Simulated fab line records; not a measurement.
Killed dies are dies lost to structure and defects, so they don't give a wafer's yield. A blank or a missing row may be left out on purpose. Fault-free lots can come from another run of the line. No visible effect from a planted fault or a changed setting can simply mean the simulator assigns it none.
Matching of chambers    flow nand-harc    NHARC_A_WL_FILL_ALD_02 on ald-metal-01 has 4 sister chambers
The step deposits TiN, target thk 2 nm, pulse time 3 s, ald cycles 100. 4 wafers are shown with their chamber, then 10 later ones without.

## WAFERS WITH THEIR CHAMBER
wafer   chamber  heater-power-w (W)
L084.2  2        996
L084.6  1        1000
L087.1  3        1093
L087.2  0        1124

## WAFERS WHOSE CHAMBER IS MISSING
wafer   heater-power-w (W)
L087.4  978
L089.1  1014
L089.2  1138
L089.6  971
L091.2  960
L091.3  1136
L091.4  997
L092.2  1169
L092.3  1016
L092.4  969

## CHAMBER TAKEN BY EACH
wafer   from the rows above      in truth
L087.4  can't be placed: 2 or 1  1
L089.1  can't be placed: 1 or 2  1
L089.2  can't be placed: 0 or 3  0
L089.6  can't be placed: 2 or 1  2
L091.2  can't be placed: 2 or 1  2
L091.3  can't be placed: 0 or 3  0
L091.4  can't be placed: 2 or 1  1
L092.2  can't be placed: 0 or 3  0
L092.3  can't be placed: 1 or 2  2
L092.4  can't be placed: 2 or 1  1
Placed correctly: 0 of 10. These rows do not allow placing 10 (true chamber among the candidates in 10). Placed wrongly: 0.
How it was worked out, from the rows above alone: a wafer's distance from a chamber is the root of the sum, over the readings, of the square of ((its reading less the chamber's mean) divided by the reading's scatter). The wafer belongs to the nearest chamber; if the next one is less than 2 further off, it can't be placed. Each chamber's mean is taken over the wafers shown for it. The scatter: root of mean squared gap, hidden wafer to nearest shown wafer, with one shown wafer a chamber.
